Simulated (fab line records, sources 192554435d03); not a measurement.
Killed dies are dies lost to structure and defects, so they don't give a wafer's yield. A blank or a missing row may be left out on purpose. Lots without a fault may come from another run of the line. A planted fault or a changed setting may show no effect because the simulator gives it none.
Which tool did it? | flow n5_finfet | 21 lots, 63 wafers sampled, at 6 steps of a route of 1938

WHAT THE GAUGES READ, wafer by wafer
N5_MOL_CONTACT_COAG_CD_MEAS_40: target cd 25.1 nm. Usual: cd_nm 24.97 nm, standard deviation 0.26.
lot  | measured     | on        | cd_nm (nm)        | flag
L074 | day 5 08:25  | cd_sem-01 | 24.37 24.68 24.83 |
L075 | day 5 09:43  | cd_sem-01 | 24.84 25.41 24.92 |
L076 | day 5 16:22  | cd_sem-01 | 24.58 25.05 25.16 |
L077 | day 5 21:05  | cd_sem-02 | 25.21 24.35 24.23 |
L078 | day 6 07:08  | cd_sem-02 | 24.85 24.85 24.64 |
L079 | day 6 11:11  | cd_sem-02 | 24.89 24.90 25.06 |
L080 | day 6 20:06  | cd_sem-01 | 25.16 25.30 25.02 |
L081 | day 6 20:42  | cd_sem-03 | 24.44 24.75 24.61 |
L082 | day 7 07:20  | cd_sem-03 | 24.85 24.78 25.31 |
L083 | day 7 11:40  | cd_sem-02 | 25.08 25.32 25.07 |
L085 | day 7 21:50  | cd_sem-02 | 24.83 25.07 25.26 |
L087 | day 8 09:14  | cd_sem-01 | 24.82 24.92 25.13 |
L088 | day 8 15:07  | cd_sem-01 | 24.79 25.09 25.09 |
L089 | day 8 22:29  | cd_sem-01 | 25.16 25.19 25.22 |
L090 | day 9 03:39  | cd_sem-03 | 24.73 24.78 25.24 |
L091 | day 9 08:50  | cd_sem-02 | 24.95 24.79 25.21 |
L092 | day 9 16:23  | cd_sem-01 | 25.25 25.19 24.81 |
L094 | day 10 06:14 | cd_sem-01 | 24.80 25.46 25.10 |
L095 | day 10 07:01 | cd_sem-03 | 25.02 25.43 25.05 |
L096 | day 10 20:14 | cd_sem-02 | 24.49 24.81 25.04 |
L097 | day 11 03:53 | cd_sem-03 | 25.10 24.68 24.84 |

WHICH TOOL RAN EACH LOT (tool, then ch and the chambers of the sampled wafers, then the start)
lot  | N5_HKMG_FIN_ETCH_67               | N5_HKMG_FIN_CMP_94            | N5_GATE_CUT_DESCUM_18              | N5_GATE_CUT_ETCH_19                | N5_MOL_CONTACT_COAG_ANNEAL_113
L074 | rie_diel-05 ch 0,1,3, day 4 08:38 | cmp-02 ch 0,2,3, day 4 10:26  | rie_diel-03 ch 0,1,2, day 4 14:20  | rie_diel-03 ch 0,1,2, day 4 14:38  | rtp_anneal-02 ch 0, day 5 00:28
L075 | rie_diel-04 ch 1,3, day 4 11:23   | cmp-03 ch 2,3, day 4 13:13    | rie_diel-01 ch 0,1, day 4 17:08    | rie_diel-01 ch 0,1, day 4 17:26    | rtp_anneal-01 ch 0, day 5 01:10
L076 | rie_diel-04 ch 0,1,3, day 4 16:20 | cmp-03 ch 2,3, day 4 18:09    | rie_diel-01 ch 0,2, day 4 22:37    | rie_diel-01 ch 0,2, day 4 22:55    | rtp_anneal-02 ch 0, day 5 09:57
L077 | rie_diel-05 ch 0,1,2, day 4 23:44 | cmp-02 ch 1,2,3, day 5 01:35  | rie_diel-03 ch 0,1,3, day 5 05:27  | rie_diel-03 ch 0,1,3, day 5 05:44  | rtp_anneal-02 ch 0, day 5 14:26
L078 | rie_diel-06 ch 1,2,3, day 5 09:20 | cmp-02 ch 1,2, day 5 11:07    | rie_diel-02 ch 0,1,2, day 5 15:30  | rie_diel-02 ch 0,1,2, day 5 15:47  | rtp_anneal-02 ch 0, day 5 22:36
L079 | rie_diel-04 ch 0,1, day 5 14:29   | cmp-03 ch 0,2,3, day 5 16:22  | rie_diel-03 ch 0,2,3, day 5 20:29  | rie_diel-03 ch 0,2,3, day 5 20:46  | rtp_anneal-01 ch 0, day 6 03:55
L080 | rie_diel-05 ch 1,2,3, day 5 21:32 | cmp-03 ch 1,2,3, day 5 23:25  | rie_diel-03 ch 1,2, day 6 03:35    | rie_diel-03 ch 1,2, day 6 03:53    | rtp_anneal-02 ch 0, day 6 12:12
L081 | rie_diel-06 ch 0,1,3, day 6 00:18 | cmp-02 ch 0,1,3, day 6 02:07  | rie_diel-01 ch 0,1,3, day 6 06:03  | rie_diel-01 ch 0,1,3, day 6 06:20  | rtp_anneal-02 ch 0, day 6 13:15
L082 | rie_diel-04 ch 0,1,2, day 6 09:52 | cmp-03 ch 0,2,3, day 6 11:43  | rie_diel-02 ch 1,2,3, day 6 15:55  | rie_diel-02 ch 1,2,3, day 6 16:13  | rtp_anneal-02 ch 0, day 7 00:01
L083 | rie_diel-05 ch 1,2, day 6 14:34   | cmp-02 ch 0,2, day 6 16:36    | rie_diel-01 ch 1,2,3, day 6 20:38  | rie_diel-01 ch 1,2,3, day 6 20:55  | rtp_anneal-01 ch 0, day 7 03:28
L085 | rie_diel-06 ch 0,1,3, day 7 00:28 | cmp-02 ch 0,1,3, day 7 02:19  | rie_diel-01 ch 1,2, day 7 06:22    | rie_diel-01 ch 1,2, day 7 06:38    | rtp_anneal-01 ch 0, day 7 13:59
L087 | rie_diel-04 ch 0,2, day 7 10:34   | cmp-03 ch 0,1,3, day 7 12:21  | rie_diel-01 ch 0,2, day 7 17:01    | rie_diel-01 ch 0,2, day 7 17:18    | rtp_anneal-02 ch 0, day 8 01:36
L088 | rie_diel-06 ch 0,2,3, day 7 16:52 | cmp-01 ch 2,3, day 7 18:47    | rie_diel-02 ch 1,3, day 7 22:58    | rie_diel-02 ch 1,3, day 7 23:15    | rtp_anneal-02 ch 0, day 8 07:04
L089 | rie_diel-06 ch 0,2,3, day 8 00:02 | cmp-01 ch 0,1,2, day 8 01:51  | rie_diel-01 ch 1,2, day 8 05:51    | rie_diel-01 ch 1,2, day 8 06:08    | rtp_anneal-02 ch 0, day 8 13:19
L090 | rie_diel-04 ch 0,3, day 8 04:35   | cmp-02 ch 0,1,2, day 8 06:25  | rie_diel-03 ch 0,2,3, day 8 10:37  | rie_diel-03 ch 0,2,3, day 8 10:54  | rtp_anneal-02 ch 0, day 8 17:53
L091 | rie_diel-06 ch 0,2,3, day 8 12:08 | cmp-02 ch 0,1,3, day 8 13:54  | rie_diel-02 ch 0,1,2, day 8 18:05  | rie_diel-02 ch 0,1,2, day 8 18:22  | rtp_anneal-02 ch 0, day 9 02:15
L092 | rie_diel-06 ch 0,3, day 8 17:43   | cmp-02 ch 0,1,3, day 8 19:34  | rie_diel-01 ch 0,2,3, day 8 23:32  | rie_diel-01 ch 0,2,3, day 8 23:50  | rtp_anneal-01 ch 0, day 9 08:06
L094 | rie_diel-05 ch 1,3, day 9 06:49   | cmp-02 ch 1,2, day 9 08:44    | rie_diel-03 ch 0,1, day 9 12:58    | rie_diel-03 ch 0,1, day 9 13:14    | rtp_anneal-02 ch 0, day 9 21:17
L095 | rie_diel-04 ch 0,1,3, day 9 10:25 | cmp-01 ch 0,1,2, day 9 12:10  | rie_diel-01 ch 2,3, day 9 16:38    | rie_diel-01 ch 2,3, day 9 16:55    | rtp_anneal-01 ch 0, day 9 23:54
L096 | rie_diel-05 ch 0,1,3, day 9 23:58 | cmp-03 ch 0,1,3, day 10 01:45 | rie_diel-01 ch 0,1,2, day 10 05:58 | rie_diel-01 ch 0,1,2, day 10 06:14 | rtp_anneal-02 ch 0, day 10 12:34
L097 | rie_diel-05 ch 0,3, day 10 06:17  | cmp-01 ch 0,1,2, day 10 08:26 | rie_diel-02 ch 0,3, day 10 12:29   | rie_diel-02 ch 0,3, day 10 12:46   | rtp_anneal-02 ch 0, day 10 20:23
- N5_HKMG_FIN_ETCH_67: etches SOC in N2/H2, stops on TiN, target depth 388.9 nm.
- N5_HKMG_FIN_CMP_94: polishes, stops on SiNx, t overpolish 4.7 s, target thk 43.299 nm.
- N5_GATE_CUT_DESCUM_18: chemistry O2, time 7 s.
- N5_GATE_CUT_ETCH_19: etches SiNx in CH3F/O2, target depth 53.7 nm, time 76.7 s.
- N5_MOL_CONTACT_COAG_ANNEAL_113: time 300 s.

WHAT THE TOOLS THEMSELVES READ (means of the sampled wafers that have a number; where no wafer has one, the mark that the record gives instead)
N5_HKMG_FIN_ETCH_67. Usual: bias_w 60.99 W, standard deviation 0.2; drypump_motor_current_A 5.7 A, standard deviation 0.57; oes_product_au 0.76 a.u., standard deviation 0.087; rf_vpp_V 240.9 V, standard deviation 1.4; showerhead_plenum_p_Torr 2.56 Torr, standard deviation 0.09; throttle_valve_pct 17.93 %, standard deviation 0.29.
lot  | tool        | bias_w (W) | drypump_motor_current_A (A) | oes_product_au (a.u.) | rf_vpp_V (V) | showerhead_plenum_p_Torr (Torr) | throttle_valve_pct (%) | flag
L074 | rie_diel-05 | 60.97      | 5.5                         | 0.70                  | 239.1        | 2.49                            | 18.09                  |
L075 | rie_diel-04 | 60.96      | 6.0                         | 0.74                  | 241.0        | 2.57                            | 18.23                  |
L076 | rie_diel-04 | 61.05      | 6.2                         | 0.76                  | 240.8        | 2.58                            | 18.06                  |
L077 | rie_diel-05 | 61.01      | 5.1                         | 0.76                  | 239.9        | 2.47                            | 17.88                  |
L078 | rie_diel-06 | 60.92      | 5.3                         | 0.78                  | 241.6        | 2.60                            | 17.72                  |
L079 | rie_diel-04 | 60.95      | 6.2                         | 0.72                  | 242.8        | 2.62                            | 18.14                  |
L080 | rie_diel-05 | 61.04      | 5.6                         | 0.75                  | 240.5        | 2.54                            | 17.91                  |
L081 | rie_diel-06 | 60.95      | 5.6                         | 0.74                  | 240.6        | 2.54                            | 17.93                  |
L082 | rie_diel-04 | 61.12      | 6.1                         | 0.70                  | 241.7        | 2.58                            | 18.05                  |
L083 | rie_diel-05 | 61.05      | 5.3                         | 0.81                  | 240.0        | 2.53                            | 17.67                  |
L085 | rie_diel-06 | 61.03      | 5.7                         | 0.74                  | 240.3        | 2.54                            | 17.96                  |
L087 | rie_diel-04 | 60.89      | 6.0                         | 0.69                  | 240.2        | 2.54                            | 17.95                  |
L088 | rie_diel-06 | 60.81      | 5.7                         | 0.76                  | 241.3        | 2.59                            | 17.89                  |
L089 | rie_diel-06 | 60.97      | 5.8                         | 0.75                  | 241.9        | 2.59                            | 17.89                  |
L090 | rie_diel-04 | 60.88      | 6.5                         | 0.75                  | 241.0        | 2.58                            | 17.96                  |
L091 | rie_diel-06 | 61.18      | 5.7                         | 0.75                  | 240.9        | 2.59                            | 17.91                  |
L092 | rie_diel-06 | 60.89      | 6.1                         | 0.71                  | 241.2        | 2.53                            | 18.11                  |
L094 | rie_diel-05 | 60.99      | 6.0                         | 0.93                  | 241.8        | 2.65                            | 17.78                  |
L095 | rie_diel-04 | 60.84      | 6.3                         | 0.71                  | 240.6        | 2.56                            | 18.14                  |
L096 | rie_diel-05 | 61.02      | 5.5                         | 0.95                  | 242.1        | 2.68                            | 17.78                  |
L097 | rie_diel-05 | 61.10      | 5.3                         | 0.96                  | 242.0        | 2.68                            | 17.72                  |

N5_HKMG_FIN_CMP_94. Usual: edge_zone_pressure_frac 0.999, standard deviation 0.0048; motor_current_A 11.4 A, standard deviation 0.73; platen_rpm 50.29 rpm, standard deviation 0.036.
lot  | tool   | edge_zone_pressure_frac | motor_current_A (A) | platen_rpm (rpm) | flag
L074 | cmp-02 | 1.001                   | 11.1                | 50.31            |
L075 | cmp-03 | 1.003                   | 10.9                | 50.34            |
L076 | cmp-03 | 1.000                   | 11.2                | 50.30            |
L077 | cmp-02 | 1.000                   | 11.7                | 50.28            |
L078 | cmp-02 | 1.003                   | 11.1                | 50.29            |
L079 | cmp-03 | 0.999                   | 11.3                | 50.29            |
L080 | cmp-03 | 0.996                   | 11.0                | 50.33            |
L081 | cmp-02 | 0.997                   | 11.6                | 50.25            |
L082 | cmp-03 | 0.999                   | 11.1                | 50.25            |
L083 | cmp-02 | 1.002                   | 10.9                | 50.31            |
L085 | cmp-02 | 1.003                   | 11.9                | 50.30            |
L087 | cmp-03 | 1.004                   | 11.1                | 50.32            |
L088 | cmp-01 | 0.995                   | 10.6                | 50.31            |
L089 | cmp-01 | 0.997                   | 11.5                | 50.28            |
L090 | cmp-02 | 0.995                   | 11.2                | 50.31            |
L091 | cmp-02 | 0.999                   | 11.3                | 50.30            |
L092 | cmp-02 | 0.994                   | 11.5                | 50.30            |
L094 | cmp-02 | 0.998                   | 11.2                | 50.28            |
L095 | cmp-01 | 0.999                   | 11.7                | 50.29            |
L096 | cmp-03 | 0.998                   | 11.6                | 50.30            |
L097 | cmp-01 | 0.997                   | 11.8                | 50.32            |

N5_GATE_CUT_DESCUM_18. Usual: bias_power_w 20.01 W, standard deviation 0.063; drypump_motor_current_A 5.8 A, standard deviation 0.42; oes_product_au 0.76 a.u., standard deviation 0.081; rf_vpp_V 243.6 V, standard deviation 1.2; showerhead_plenum_p_Torr 2.13 Torr, standard deviation 0.063; throttle_valve_pct 20.57 %, standard deviation 0.23.
lot  | tool        | bias_power_w (W) | drypump_motor_current_A (A) | oes_product_au (a.u.) | rf_vpp_V (V) | showerhead_plenum_p_Torr (Torr) | throttle_valve_pct (%) | flag
L074 | rie_diel-03 | 20.01            | 6.1                         | 0.76                  | 243.7        | 2.13                            | 20.49                  |
L075 | rie_diel-01 | 20.10            | 5.3                         | 0.73                  | 243.6        | 2.17                            | 20.49                  |
L076 | rie_diel-01 | 20.01            | 5.2                         | 0.80                  | 244.4        | 2.18                            | 20.53                  |
L077 | rie_diel-03 | 20.01            | 6.1                         | 0.83                  | 244.4        | 2.18                            | 20.43                  |
L078 | rie_diel-02 | 20.02            | 5.9                         | 0.74                  | 243.5        | 2.13                            | 20.74                  |
L079 | rie_diel-03 | 20.02            | 6.4                         | 0.81                  | 244.7        | 2.18                            | 20.30                  |
L080 | rie_diel-03 | 20.04            | 5.9                         | 0.75                  | 243.0        | 2.10                            | 20.69                  |
L081 | rie_diel-01 | 19.99            | 5.7                         | 0.70                  | 242.7        | 2.11                            | 20.45                  |
L082 | rie_diel-02 | 19.98            | 5.8                         | 0.73                  | 243.4        | 2.10                            | 20.80                  |
L083 | rie_diel-01 | 20.05            | 5.8                         | 0.74                  | 242.8        | 2.08                            | 20.49                  |
L085 | rie_diel-01 | 20.00            | 5.6                         | 0.73                  | 242.9        | 2.10                            | 20.52                  |
L087 | rie_diel-01 | 19.95            | 5.2                         | 0.78                  | 245.1        | 2.18                            | 20.57                  |
L088 | rie_diel-02 | 19.96            | 5.7                         | 0.71                  | 241.9        | 2.06                            | 20.96                  |
L089 | rie_diel-01 | 20.02            | 5.5                         | 0.79                  | 242.8        | 2.11                            | 20.59                  |
L090 | rie_diel-03 | 20.01            | 6.4                         | 0.79                  | 245.1        | 2.17                            | 20.33                  |
L091 | rie_diel-02 | 19.99            | 5.9                         | 0.72                  | 243.3        | 2.12                            | 20.76                  |
L092 | rie_diel-01 | 20.00            | 5.6                         | 0.75                  | 243.5        | 2.12                            | 20.52                  |
L094 | rie_diel-03 | 19.98            | 5.8                         | 0.73                  | 242.6        | 2.12                            | 20.66                  |
L095 | rie_diel-01 | 20.04            | 5.7                         | 0.79                  | 243.6        | 2.09                            | 20.57                  |
L096 | rie_diel-01 | 20.00            | 5.4                         | 0.84                  | 243.8        | 2.13                            | 20.46                  |
L097 | rie_diel-02 | 19.98            | 5.8                         | 0.78                  | 243.3        | 2.11                            | 20.80                  |

N5_GATE_CUT_ETCH_19. Usual: bias_w 73.01 W, standard deviation 0.22; drypump_motor_current_A 5.8 A, standard deviation 0.42; etch_rf_on_time_s 77.3 s, standard deviation 2.3; oes_o_777_au 0.77 a.u., standard deviation 0.076; oes_product_au 0.65 a.u., standard deviation 0.07; rf_vpp_V 296 V, standard deviation 9.9; showerhead_plenum_p_Torr 2.02 Torr, standard deviation 0.058; throttle_valve_pct 16.41 %, standard deviation 0.19.
lot  | tool        | bias_w (W) | drypump_motor_current_A (A) | etch_rf_on_time_s (s) | oes_o_777_au (a.u.) | oes_product_au (a.u.) | rf_vpp_V (V) | showerhead_plenum_p_Torr (Torr) | throttle_valve_pct (%) | flag
L074 | rie_diel-03 | 72.89      | 6.1                         | 78.2                  | 0.76                | 0.64                  | 294          | 2.02                            | 16.33                  |
L075 | rie_diel-01 | 73.02      | 5.3                         | 76.8                  | 0.79                | 0.63                  | 286          | 2.05                            | 16.27                  |
L076 | rie_diel-01 | 72.87      | 5.2                         | 75.4                  | 0.83                | 0.69                  | 295          | 2.07                            | 16.33                  |
L077 | rie_diel-03 | 72.92      | 6.1                         | 78.6                  | 0.81                | 0.70                  | 292          | 2.07                            | 16.27                  |
L078 | rie_diel-02 | 73.05      | 5.9                         | 76.6                  | 0.75                | 0.63                  | 297          | 2.02                            | 16.52                  |
L079 | rie_diel-03 | 72.95      | 6.4                         | 78.1                  | 0.81                | 0.69                  | 297          | 2.07                            | 16.20                  |
L080 | rie_diel-03 | 72.99      | 5.9                         | 78.4                  | 0.74                | 0.62                  | 295          | 1.99                            | 16.49                  |
L081 | rie_diel-01 | 73.09      | 5.7                         | 78.4                  | 0.74                | 0.60                  | 288          | 2.01                            | 16.33                  |
L082 | rie_diel-02 | 73.13      | 5.8                         | 77.2                  | 0.73                | 0.62                  | 296          | 2.00                            | 16.62                  |
L083 | rie_diel-01 | 72.90      | 5.8                         | 78.7                  | 0.76                | 0.64                  | 292          | 1.98                            | 16.37                  |
L085 | rie_diel-01 | 73.05      | 5.6                         | 78.5                  | 0.77                | 0.63                  | 287          | 1.98                            | 16.31                  |
L087 | rie_diel-01 | 73.09      | 5.2                         | 75.0                  | 0.80                | 0.68                  | 296          | 2.07                            | 16.37                  |
L088 | rie_diel-02 | 72.97      | 5.8                         | 76.2                  | 0.70                | 0.60                  | 300          | 1.95                            | 16.73                  |
L089 | rie_diel-01 | 73.11      | 5.5                         | 77.1                  | 0.81                | 0.68                  | 295          | 2.00                            | 16.40                  |
L090 | rie_diel-03 | 72.82      | 6.4                         | 79.5                  | 0.79                | 0.67                  | 296          | 2.06                            | 16.22                  |
L091 | rie_diel-02 | 73.14      | 5.9                         | 75.5                  | 0.73                | 0.61                  | 297          | 2.01                            | 16.56                  |
L092 | rie_diel-01 | 72.93      | 5.6                         | 76.6                  | 0.76                | 0.65                  | 297          | 2.02                            | 16.43                  |
L094 | rie_diel-03 | 73.12      | 5.8                         | 79.7                  | 0.73                | 0.62                  | 290          | 2.01                            | 16.47                  |
L095 | rie_diel-01 | 73.04      | 5.8                         | 76.3                  | 0.78                | 0.68                  | 301          | 2.00                            | 16.48                  |
L096 | rie_diel-01 | 73.28      | 5.4                         | 76.1                  | 0.87                | 0.72                  | 291          | 2.02                            | 16.23                  |
L097 | rie_diel-02 | 72.97      | 5.8                         | 74.6                  | 0.78                | 0.67                  | 311          | 1.98                            | 16.51                  |

N5_MOL_CONTACT_COAG_ANNEAL_113. Usual: lamp_power_pct 2.74 %, standard deviation 0.082; lamp_zone_2_pct 2.74 %, standard deviation 0.082; wafer_temp_C_max 401.8, standard deviation 0.63.
lot  | tool          | lamp_power_pct (%) | lamp_zone_2_pct (%) | wafer_temp_C_max | flag
L074 | rtp_anneal-02 | 2.68               | 2.68                | 401.5            |
L075 | rtp_anneal-01 | 2.85               | 2.85                | 402.4            |
L076 | rtp_anneal-02 | 2.68               | 2.68                | 401.1            |
L077 | rtp_anneal-02 | 2.68               | 2.68                | 401.9            |
L078 | rtp_anneal-02 | 2.68               | 2.68                | 401.7            |
L079 | rtp_anneal-01 | 2.85               | 2.85                | 402.1            |
L080 | rtp_anneal-02 | 2.68               | 2.68                | 401.4            |
L081 | rtp_anneal-02 | 2.68               | 2.68                | 401.4            |
L082 | rtp_anneal-02 | 2.68               | 2.68                | 400.9            |
L083 | rtp_anneal-01 | 2.85               | 2.84                | 403.0            |
L085 | rtp_anneal-01 | 2.85               | 2.85                | 402.0            |
L087 | rtp_anneal-02 | 2.68               | 2.68                | 401.7            |
L088 | rtp_anneal-02 | 2.68               | 2.68                | 401.4            |
L089 | rtp_anneal-02 | 2.68               | 2.68                | 401.6            |
L090 | rtp_anneal-02 | 2.68               | 2.68                | 401.4            |
L091 | rtp_anneal-02 | 2.68               | 2.68                | 401.6            |
L092 | rtp_anneal-01 | 2.85               | 2.85                | 402.2            |
L094 | rtp_anneal-02 | 2.68               | 2.68                | 401.2            |
L095 | rtp_anneal-01 | 2.85               | 2.85                | 402.6            |
L096 | rtp_anneal-02 | 2.68               | 2.68                | 401.3            |
L097 | rtp_anneal-02 | 2.68               | 2.68                | 401.3            |

THE ANSWER, worked out from the rows above alone
Rule: a lot is off if the mean of its wafers that have a number lies more than 3 standard deviations from the usual mean. A lot without any number at a reading at which 4 lots or more have one is off too. The other lots that the step has rows for count as sound. The gauges are gone through in route order, then the tools' own readings, and for those a lot's mean is taken as printed above. The first step at which some lot is off is used, and at that step the reading that is off furthest; a lot without a number counts as furthest.
No lot is off at any reading shown: from this, nothing can be told.

WHAT THE SIMULATOR HAD PUT IN
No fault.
